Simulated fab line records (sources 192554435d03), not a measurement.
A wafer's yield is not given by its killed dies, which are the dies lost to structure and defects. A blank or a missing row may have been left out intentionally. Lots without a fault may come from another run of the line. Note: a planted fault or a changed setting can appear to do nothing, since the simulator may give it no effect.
Which tool is to blame?	flow n5 finfet	Sampling: 24 lots, 72 wafers, 6 of 1938 route steps

== WHAT THE GAUGES SHOWED, per wafer ==
N5_SD_EPI_P_OVL_MEAS_10. Usual: for SD_P_BLK_OVL the level is -0.9 nm and the standard deviation is 0.81.
lot	measured	on	SD_P_BLK_OVL (nm)	flag
L074	day 3 05:40	overlay-01	-1.1 -2.1 0.1	
L075	day 3 13:33	overlay-01	-0.6 -1.1 0.7	
L076	day 3 19:59	overlay-01	-1.4 0.1 -0.4	
L077	day 4 00:59	overlay-02	-1.6 -0.1 -0.2	
L078	day 4 05:44	overlay-02	0.6 -0.5 0.4	
L079	day 4 11:08	overlay-02	-2.2 -1.7 -2.7	
L081	day 5 08:27	overlay-01	-0.9 -1.5 -1.8	
L080	day 5 09:50	overlay-02	-1.3 -0.6 0.7	
L082	day 5 10:02	overlay-01	-0.6 -0.7 0.0	
L083	day 5 15:23	overlay-02	-1.1 -0.7 -1.0	
L084	day 5 19:05	overlay-01	-2.4 -1.5 -1.2	
L085	day 6 02:35	overlay-01	-0.1 -0.9 -0.1	
L086	day 6 06:39	overlay-01	-0.1 -1.0 -1.1	
L087	day 6 12:26	overlay-01	-0.9 -0.8 -0.5	
L088	day 6 16:37	overlay-02	-1.4 -0.4 -1.3	
L089	day 6 23:14	overlay-02	-0.4 -2.0 -1.7	
L090	day 7 06:05	overlay-01	-1.0 -0.9 -1.2	
L091	day 7 11:57	overlay-02	-2.5 -1.9 -2.7	
L092	day 7 17:04	overlay-01	-1.5 -1.7 -0.8	
L093	day 8 01:33	overlay-02	-1.5 -0.6 -1.3	
L094	day 8 08:13	overlay-02	-0.8 -1.2 -0.2	
L095	day 8 10:19	overlay-01	-1.0 -1.2 -0.8	
L096	day 8 18:10	overlay-01	-0.5 -1.2 -0.8	
L097	day 9 02:07	overlay-01	-1.1 -0.8 -1.1	

N5_SD_ACTIVATION_RS_MEAS_03: measurement is done with a four-point probe. Usual: RS_SD_N 21.94 ohm/sq, standard deviation 0.24; RS_SD_P 56.1 ohm/sq, standard deviation 0.78.
lot	measured	on	RS_SD_N (ohm/sq)	RS_SD_P (ohm/sq)	flag
L074	day 3 10:26	film metro-01	21.65 21.98 22.01	55.9 54.6 54.9	
L075	day 3 18:12	film metro-01	22.16 21.84 22.19	55.0 55.9 55.6	
L076	day 4 00:22	film metro-01	21.34 21.55 21.65	55.9 56.4 55.8	
L077	day 4 05:13	film metro-02	21.86 22.33 22.23	56.1 56.0 56.2	
L078	day 4 10:14	film metro-01	21.83 21.70 22.12	56.5 56.6 56.2	
L079	day 4 16:11	film metro-02	21.73 22.03 21.96	57.0 55.9 55.6	
L081	day 5 12:43	film metro-02	21.77 21.97 22.26	55.4 55.8 55.9	
L080	day 5 14:52	film metro-01	21.90 22.13 21.84	58.0 58.1 58.3	
L082	day 5 15:07	film metro-02	21.90 21.58 22.13	55.6 55.7 56.3	
L083	day 5 20:33	film metro-02	22.30 22.69 22.18	55.2 56.2 56.9	
L084	day 5 23:20	film metro-01	22.28 22.26 22.24	56.9 57.3 55.8	
L085	day 6 07:43	film metro-02	21.64 22.06 21.87	56.2 55.8 55.8	
L086	day 6 10:53	film metro-02	22.00 21.76 21.87	57.6 57.2 56.6	
L087	day 6 16:40	film metro-01	21.78 21.97 21.56	55.4 55.4 57.2	
L088	day 6 20:53	film metro-01	21.74 21.93 21.69	55.1 54.8 55.1	
L089	day 7 04:19	film metro-01	21.64 21.85 21.80	54.8 55.9 55.4	
L090	day 7 11:01	film metro-02	22.14 21.92 21.80	56.7 55.3 56.2	
L091	day 7 17:14	film metro-01	21.69 21.81 21.98	55.2 55.6 55.3	
L092	day 7 21:31	film metro-01	22.03 21.70 21.79	55.8 55.2 55.2	
L093	day 8 05:46	film metro-01	22.12 21.81 21.96	56.3 57.6 57.4	
L094	day 8 13:40	film metro-02	21.75 21.93 21.78	56.6 55.4 55.8	
L095	day 8 14:33	film metro-01	22.19 22.06 22.04	56.7 56.6 56.9	
L096	day 8 23:17	film metro-01	21.92 22.07 22.46	56.2 56.2 54.8	
L097	day 9 06:23	film metro-01	21.96 21.88 21.90	56.9 57.0 56.7	

N5_SDB_OVL_MEAS_12. Usual: for SDB_OVL the level is 0.5 nm and the standard deviation is 0.62.
lot	measured	on	SDB_OVL (nm)	flag
L074	day 3 17:25	overlay-01	-0.2 -0.7 0.4	
L075	day 4 01:19	overlay-01	0.0 0.3 -0.1	
L076	day 4 07:50	overlay-02	0.4 -0.2 0.7	
L077	day 4 12:21	overlay-02	1.6 0.9 0.7	
L078	day 4 17:30	overlay-02	0.1 0.5 0.3	
L079	day 4 23:20	overlay-01	0.7 1.2 1.4	
L081	day 5 19:52	overlay-02	-0.1 1.2 0.0	
L080	day 5 22:08	overlay-02	0.0 0.2 -0.2	
L082	day 5 22:24	overlay-01	0.3 0.4 0.5	
L083	day 6 03:44	overlay-01	0.6 1.1 0.9	
L084	day 6 06:31	overlay-01	1.0 0.6 -0.1	
L085	day 6 15:01	overlay-02	1.4 2.1 0.0	
L086	day 6 17:50	overlay-01	0.6 0.6 0.4	
L087	day 7 00:31	overlay-01	-0.1 -0.4 -0.9	
L088	day 7 04:41	overlay-02	-0.4 0.0 0.0	
L089	day 7 11:56	overlay-01	0.9 1.1 1.4	
L090	day 7 18:22	overlay-01	0.7 -0.6 0.2	
L091	day 8 00:44	overlay-01	0.6 0.5 0.8	
L092	day 8 04:40	overlay-01	0.2 1.1 0.6	
L093	day 8 12:54	overlay-01	1.3 0.8 0.0	
L094	day 8 20:54	overlay-02	0.3 0.7 0.6	
L095	day 8 21:58	overlay-01	0.9 0.0 0.8	
L096	day 9 06:44	overlay-01	0.2 0.2 0.7	
L097	day 9 13:49	overlay-01	1.0 2.1 1.0	

== EACH LOT AND THE TOOL THAT RAN IT (in order: tool; ch and the chambers of the sampled wafers; start) ==
lot	N5_SD_EPI_P_ETCH_37	N5_SD_EPI_P_ETCHBACK_46	N5_ILD0_CMP_07
L074	rie diel-02 ch 1,3, day 3 06:16	rie diel-02 ch 1,3, day 3 06:35	cmp-02 ch 1,2,3, day 3 13:34
L075	rie diel-06 ch 1,2, day 3 13:42	rie diel-06 ch 1,2, day 3 14:02	cmp-02 ch 0,2,3, day 3 21:22
L076	rie diel-02 ch 1,2,3, day 3 20:08	rie diel-02 ch 1,2,3, day 3 20:27	cmp-01 ch 0,1,3, day 4 03:46
L077	rie diel-02 ch 1,2, day 4 01:08	rie diel-02 ch 1,2, day 4 01:28	cmp-02 ch 0,1,3, day 4 08:25
L078	rie diel-06 ch 1,2,3, day 4 05:52	rie diel-06 ch 1,2,3, day 4 06:12	cmp-01 ch 1,2, day 4 13:31
L079	rie diel-02 ch 1,2,3, day 4 11:17	rie diel-02 ch 1,2,3, day 4 11:37	cmp-01 ch 1,2,3, day 4 19:29
L081	rie diel-02 ch 0,1,3, day 5 08:35	rie diel-02 ch 0,1,3, day 5 08:55	cmp-02 ch 0,1, day 5 15:55
L080	rie diel-05 ch 1,2, day 5 09:59	rie diel-05 ch 1,2, day 5 10:18	cmp-01 ch 0,3, day 5 18:12
L082	rie diel-06 ch 0,2,3, day 5 10:11	rie diel-06 ch 0,2,3, day 5 10:31	cmp-02 ch 1,2, day 5 18:19
L083	rie diel-06 ch 2,3, day 5 15:38	rie diel-06 ch 2,3, day 5 15:58	cmp-01 ch 2,3, day 5 23:36
L084	rie diel-02 ch 0,1,3, day 5 19:14	rie diel-02 ch 0,1,3, day 5 19:34	cmp-01 ch 0,1, day 6 02:35
L085	rie diel-06 ch 0,2,3, day 6 02:53	rie diel-06 ch 0,2,3, day 6 03:07	cmp-01 ch 0,1,3, day 6 11:01
L086	rie diel-05 ch 0,3, day 6 06:47	rie diel-05 ch 0,3, day 6 07:07	cmp-02 ch 1,3, day 6 13:56
L087	rie diel-06 ch 0,1,2, day 6 12:34	rie diel-06 ch 0,1,2, day 6 12:54	cmp-01 ch 0,2,3, day 6 19:51
L088	rie diel-06 ch 0,1, day 6 16:46	rie diel-06 ch 0,1, day 6 17:06	cmp-04 ch 1,2, day 6 23:55
L089	rie diel-02 ch 0,3, day 6 23:23	rie diel-02 ch 0,3, day 6 23:43	cmp-01 ch 0,1,2, day 7 07:20
L090	rie diel-06 ch 0,1,2, day 7 06:14	rie diel-06 ch 0,1,2, day 7 06:34	cmp-02 ch 0,3, day 7 14:11
L091	rie diel-02 ch 2,3, day 7 12:06	rie diel-02 ch 2,3, day 7 12:25	cmp-02 ch 0,1,2, day 7 20:21
L092	rie diel-05 ch 1,2, day 7 17:13	rie diel-05 ch 1,2, day 7 17:32	cmp-02 ch 0,1,3, day 8 00:44
L093	rie diel-02 ch 1,2,3, day 8 01:42	rie diel-02 ch 1,2,3, day 8 02:01	cmp-04 ch 0,1,3, day 8 08:51
L094	rie diel-06 ch 1,3, day 8 08:22	rie diel-06 ch 1,3, day 8 08:42	cmp-01 ch 1,3, day 8 16:41
L095	rie diel-05 ch 1,2,3, day 8 10:28	rie diel-05 ch 1,2,3, day 8 10:48	cmp-01 ch 0,1,3, day 8 17:53
L096	rie diel-05 ch 2,3, day 8 18:19	rie diel-05 ch 2,3, day 8 18:39	cmp-02 ch 0,2,3, day 9 02:41
L097	rie diel-06 ch 0,2,3, day 9 02:16	rie diel-06 ch 0,2,3, day 9 02:36	cmp-02 ch 1,2,3, day 9 09:48
- N5_SD_EPI_P_ETCH_37: etches SOC in N2/H2, overetch 108 nm, time 486 s.
- N5_SD_EPI_P_ETCHBACK_46: etches SiNx in CH3F/O2, stops on SiO2, target depth 17.5 nm.
- N5_ILD0_CMP_07: polishes SiO2 flowable, stops on poly-Si, t overpolish 1.18 s, target thk 138.88 nm.

== AS READ BY THE TOOLS THEMSELVES (means over the sampled wafers that have a number; for cases with no such wafer, the mark the record gives instead) ==
N5_SD_EPI_P_ETCH_37. Usual: drypump motor current A 5.7 A, standard deviation 0.35; oes product au 0.68 a.u., standard deviation 0.063; rf fwd power W 2996 W, standard deviation 8.6; rf vpp V 240.3 V, standard deviation 1.6; showerhead plenum p Torr 2.51 Torr, standard deviation 0.1; throttle valve pct 24.0 %, standard deviation 0.36.
lot	tool	drypump motor current A (A)	oes product au (a.u.)	rf fwd power W (W)	rf vpp V (V)	showerhead plenum p Torr (Torr)	throttle valve pct (%)	flag
L074	rie diel-02	5.3	0.70	3004	240.2	2.44	23.7	
L075	rie diel-06	5.8	0.62	2998	239.9	2.47	24.1	
L076	rie diel-02	5.7	0.69	2996	241.2	2.55	23.8	
L077	rie diel-02	5.9	0.64	3001	242.4	2.63	24.0	
L078	rie diel-06	5.8	0.63	2996	240.0	2.48	24.1	
L079	rie diel-02	5.7	0.69	2988	240.7	2.54	23.8	
L081	rie diel-02	5.4	0.68	2995	241.1	2.53	23.7	
L080	rie diel-05	5.3	0.68	2995	240.0	2.52	23.9	
L082	rie diel-06	5.9	0.64	2993	239.0	2.45	24.1	
L083	rie diel-06	5.8	0.63	2992	239.9	2.48	24.1	
L084	rie diel-02	5.4	0.68	3000	241.1	2.53	23.7	
L085	rie diel-06	5.9	0.64	3000	239.1	2.45	24.1	
L086	rie diel-05	5.8	0.63	3001	240.8	2.58	24.3	
L087	rie diel-06	5.9	0.72	3006	240.1	2.45	24.0	
L088	rie diel-06	5.8	0.73	3002	239.3	2.45	24.1	
L089	rie diel-02	5.1	0.71	2995	239.0	2.45	23.5	
L090	rie diel-06	5.9	0.72	3003	239.6	2.44	24.0	
L091	rie diel-02	5.5	0.71	2993	240.1	2.45	23.6	
L092	rie diel-05	5.3	0.67	2991	239.6	2.51	23.9	
L093	rie diel-02	5.7	0.75	2992	240.6	2.53	23.7	
L094	rie diel-06	5.6	0.77	2996	239.3	2.49	24.2	
L095	rie diel-05	5.4	0.65	2988	240.3	2.53	24.2	
L096	rie diel-05	5.5	0.64	3008	240.3	2.56	24.4	
L097	rie diel-06	5.9	0.63	2991	239.7	2.44	24.1	

N5_SD_EPI_P_ETCHBACK_46. Usual: for drypump motor current A, 5.7 A with a standard deviation of 0.35; for mfc ar sccm, 150.0 sccm with a standard deviation of 0.44; for oes product au, 0.65 a.u. with a standard deviation of 0.059; for rf fwd power W, 393.0 W with a standard deviation of 1.4; for rf vpp V, 298 V with a standard deviation of 3.6; for showerhead plenum p Torr, 1.98 Torr with a standard deviation of 0.08; for throttle valve pct, 16.43 % with a standard deviation of 0.27.
lot	tool	drypump motor current A (A)	mfc ar sccm (sccm)	oes product au (a.u.)	rf fwd power W (W)	rf vpp V (V)	showerhead plenum p Torr (Torr)	throttle valve pct (%)	flag
L074	rie diel-02	5.4	149.9	0.67	392.2	295	1.93	16.35	
L075	rie diel-06	5.8	150.2	0.59	394.6	294	1.95	16.58	
L076	rie diel-02	5.7	149.9	0.65	392.0	297	2.01	16.27	
L077	rie diel-02	5.9	149.9	0.62	393.0	300	2.07	16.39	
L078	rie diel-06	5.8	150.2	0.60	392.6	296	1.95	16.61	
L079	rie diel-02	5.7	149.7	0.65	392.6	299	2.01	16.28	
L081	rie diel-02	5.4	149.9	0.64	392.0	298	2.00	16.34	
L080	rie diel-05	5.3	149.5	0.65	392.9	294	1.97	16.38	
L082	rie diel-06	5.9	149.6	0.61	393.6	298	1.93	16.54	
L083	rie diel-06	5.8	149.8	0.61	394.4	298	1.95	16.64	
L084	rie diel-02	5.4	150.3	0.64	392.7	298	2.00	16.34	
L085	rie diel-06	5.9	149.9	0.61	392.9	297	1.93	16.54	
L086	rie diel-05	5.8	150.6	0.60	392.9	300	2.03	16.78	
L087	rie diel-06	5.9	150.0	0.69	392.8	294	1.93	16.37	
L088	rie diel-06	5.8	150.1	0.70	393.3	296	1.93	16.45	
L089	rie diel-02	5.1	150.3	0.68	392.6	295	1.93	16.25	
L090	rie diel-06	5.9	149.8	0.68	392.4	295	1.92	16.38	
L091	rie diel-02	5.5	149.6	0.68	390.1	296	1.93	16.21	
L092	rie diel-05	5.3	149.8	0.64	393.4	294	1.97	16.41	
L093	rie diel-02	5.7	150.2	0.72	393.1	298	2.00	16.15	
L094	rie diel-06	5.6	150.2	0.73	394.9	294	1.97	16.48	
L095	rie diel-05	5.4	149.8	0.63	393.3	295	1.99	16.62	
L096	rie diel-05	5.5	150.0	0.62	394.7	297	2.01	16.81	
L097	rie diel-06	5.9	149.9	0.61	393.1	298	1.93	16.59	

N5_ILD0_CMP_07. Usual: motor current A 12.8 A, standard deviation 1.2; platen rpm 51.79 rpm, standard deviation 0.037.
lot	tool	motor current A (A)	platen rpm (rpm)	flag
L074	cmp-02	12.7	51.78	
L075	cmp-02	12.6	51.80	
L076	cmp-01	13.1	51.81	
L077	cmp-02	12.2	51.76	
L078	cmp-01	12.6	51.75	
L079	cmp-01	13.1	51.80	
L081	cmp-02	13.0	51.79	
L080	cmp-01	12.6	51.79	
L082	cmp-02	13.7	51.78	
L083	cmp-01	13.1	51.82	
L084	cmp-01	14.0	51.79	
L085	cmp-01	13.2	51.77	
L086	cmp-02	11.6	51.77	
L087	cmp-01	12.5	51.77	
L088	cmp-04	11.5	51.83	
L089	cmp-01	12.6	51.81	
L090	cmp-02	12.0	51.80	
L091	cmp-02	13.0	51.80	
L092	cmp-02	12.3	51.82	
L093	cmp-04	11.7	51.82	
L094	cmp-01	13.7	51.78	
L095	cmp-01	13.5	51.79	
L096	cmp-02	13.0	51.82	
L097	cmp-02	13.0	51.80	

== THE ANSWER, worked out from the rows above alone ==
Rule: take the mean of a lot's wafers that have a number; if it is more than 3 standard deviations from the usual mean, the lot is off. Also off: a lot with no number at a reading for which 4 or more lots have one. Where the step has rows for the other lots, those lots are counted as sound. After the gauges, taken in route order, come the tools' own readings; for these a lot's mean is taken, as printed above. At the first step where some lot is off, the reading lying furthest off is the one used; lots without a number count as furthest.
None of the lots is off at any reading shown; this tells nothing.

== WHAT THE SIMULATOR HAD PUT IN ==
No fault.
